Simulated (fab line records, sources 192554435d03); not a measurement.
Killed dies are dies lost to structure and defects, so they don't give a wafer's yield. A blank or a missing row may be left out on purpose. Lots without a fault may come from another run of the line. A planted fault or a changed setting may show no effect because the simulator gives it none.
Chamber matching | flow n5_finfet | N5_BEOL_M10_CURE_71 on uv_cure-01: 3 sister chambers
The step cures SiCOH lowk, time 240 s. 3 wafers are shown with their chamber, then 8 later ones without.

WAFERS WITH THEIR CHAMBER
wafer  | chamber | lamp_power_pct (%)
L086.4 | 1       | 52.25
L088.4 | 2       | 52.32
L090.1 | 0       | 52.19

WAFERS WITHOUT THEIR CHAMBER
wafer  | lamp_power_pct (%)
L090.2 | 52.36
L090.4 | 52.29
L092.3 | 52.24
L092.4 | 52.31
L092.5 | 52.29
L096.3 | 52.38
L096.5 | 52.31
L096.6 | 52.33

WHICH CHAMBER EACH WENT THROUGH
wafer  | from the rows above     | in truth
L090.2 | 2                       | 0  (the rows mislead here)
L090.4 | can't be placed: 2 or 1 | 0
L092.3 | can't be placed: 1 or 0 | 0
L092.4 | can't be placed: 2 or 1 | 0
L092.5 | can't be placed: 2 or 1 | 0
L096.3 | 2                       | 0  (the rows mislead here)
L096.5 | can't be placed: 2 or 1 | 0
L096.6 | 2                       | 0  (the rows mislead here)
Placed correctly: 0 of 8. Can't be placed from these rows: 5 (the true chamber is among the candidates in 1). Placed wrongly: 3.
How it was worked out, from the rows above alone: a wafer's distance from a chamber is the root of the sum, over the readings, of the square of ((its reading less the chamber's mean) divided by the reading's scatter). The wafer belongs to the nearest chamber; if the next one is less than 2 further off, it can't be placed. A chamber's mean is the mean of its shown wafers. The scatter: with one shown wafer a chamber, the root of the mean of the squares of how far each hidden wafer lies from its nearest shown one.
